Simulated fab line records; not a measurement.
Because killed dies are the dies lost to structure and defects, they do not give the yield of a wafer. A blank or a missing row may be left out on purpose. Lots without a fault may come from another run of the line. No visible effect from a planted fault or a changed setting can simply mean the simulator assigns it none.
The same fault as seen by 2 desks	flow nand_harc	each desk has only its own numbers; what lay behind them comes last

== TOOL OWNER'S DESK, ald_metal-02 ==
The tool's own readings at NHARC_P_CONTACT_ALD_22 (deposits TiN, target thk 3 nm, pulse time 1 s, ald cycles 150): means of the sampled wafers that have a number, for each lot that ran on this tool. If a lot's mean is further than 4 standard deviations from the usual mean, the lot is out of limits and carries the mark OUT (the distance appears in the brackets).
Columns: A = heater_power_w at NHARC_P_CONTACT_ALD_22, usual 1057 W; B = precursor_pulse_height_rel at NHARC_P_CONTACT_ALD_22, usual 0.997
lot	first seen here	A	B
L573	day 7 18:02	1076	0.995
L574	day 7 23:07	1086	1.010
L581	day 11 02:07	1098	1.002
L582	day 11 05:48	1098	1.004
L589	day 14 03:42	1032	1.005
L590	day 14 16:42	1019	0.998
L591	day 15 02:26	1033	0.998
Result from this desk: across the 7 lots, nothing is out of limits.

== THE DEFECT DESK ==
Counts from the inspections along the route, per lot, as means over the sampled wafers that have a number. If a lot's mean is further than 4 standard deviations from the usual mean, the lot is out of limits and carries the mark OUT (the distance appears in the brackets).
Columns: A = raw_defect_count at NHARC_P_CONTACT_INSPECT_14, usual 4.4
lot	first seen here	A
L569	day 5 21:43	7.3
L570	day 6 12:08	4.0
L573	day 7 16:06	3.0
L574	day 7 21:07	6.7
L575	day 8 09:07	2.3
L581	day 11 00:13	3.5
L582	day 11 03:55	5.5
L587	day 13 08:13	5.3
L588	day 13 19:16	5.3
L589	day 14 01:48	2.7
L590	day 14 14:19	4.3
L591	day 15 00:31	7.7
L592	day 15 07:47	5.0
Result from this desk: across the 13 lots, nothing is out of limits.

== PUT TOGETHER ==
The tool owner's desk saw nothing out of limits.
No out-of-limits result turned up at the defect desk.

== WHAT WAS PUT IN BY THE SIMULATOR ==
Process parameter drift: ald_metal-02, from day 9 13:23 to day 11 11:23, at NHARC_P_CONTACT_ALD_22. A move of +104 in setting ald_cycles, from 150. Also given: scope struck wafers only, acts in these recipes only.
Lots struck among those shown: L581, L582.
